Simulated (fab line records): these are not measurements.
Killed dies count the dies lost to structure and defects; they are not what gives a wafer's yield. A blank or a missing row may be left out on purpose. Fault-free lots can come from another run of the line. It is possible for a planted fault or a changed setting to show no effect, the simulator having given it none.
Matching of chambers | flow nand-harc | NHARC_A_STAIRCASE_DEP_151 on pecvd-01: 3 sister chambers
The step deposits SiO2, target thk 3800 nm. 3 wafers are shown with their chamber, then 9 later ones without.

## WAFERS PAIRED WITH THEIR CHAMBERS
wafer  | chamber | heater-power-w (W)
L083.5 | 1       | 685
L086.4 | 2       | 639
L086.5 | 0       | 581

## WAFERS MISSING THEIR CHAMBER
wafer  | heater-power-w (W)
L091.2 | 767
L091.3 | 746
L091.4 | 694
L093.1 | 816
L093.5 | 634
L093.6 | 682
L096.3 | 722
L096.4 | 639
L096.6 | 689

## WHICH CHAMBER EACH ONE RAN IN
wafer  | from the rows above          | in truth
L091.2 | can't be placed: 1 or 2 or 0 | 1
L091.3 | can't be placed: 1 or 2 or 0 | 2
L091.4 | can't be placed: 1 or 2 or 0 | 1
L093.1 | can't be placed: 1 or 2 or 0 | 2
L093.5 | can't be placed: 2 or 1 or 0 | 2
L093.6 | can't be placed: 1 or 2 or 0 | 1
L096.3 | can't be placed: 1 or 2 or 0 | 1
L096.4 | can't be placed: 2 or 1 or 0 | 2
L096.6 | can't be placed: 1 or 2 or 0 | 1
Correct placement for 0 of the 9. Can't be placed from these rows: 9 (the true chamber is among the candidates in 9). 0 placed wrongly.
How it was worked out, from the rows above alone: a wafer's distance from a chamber is the root of the sum, over the readings, of the square of ((its reading less the chamber's mean) divided by the reading's scatter). If the next closest chamber is less than 2 further off than the closest, the wafer can't be placed; otherwise it belongs to the closest. Each chamber's mean is taken over the wafers shown for it. The scatter: with one shown wafer a chamber, the root of the mean of the squares of how far each hidden wafer lies from its nearest shown one.
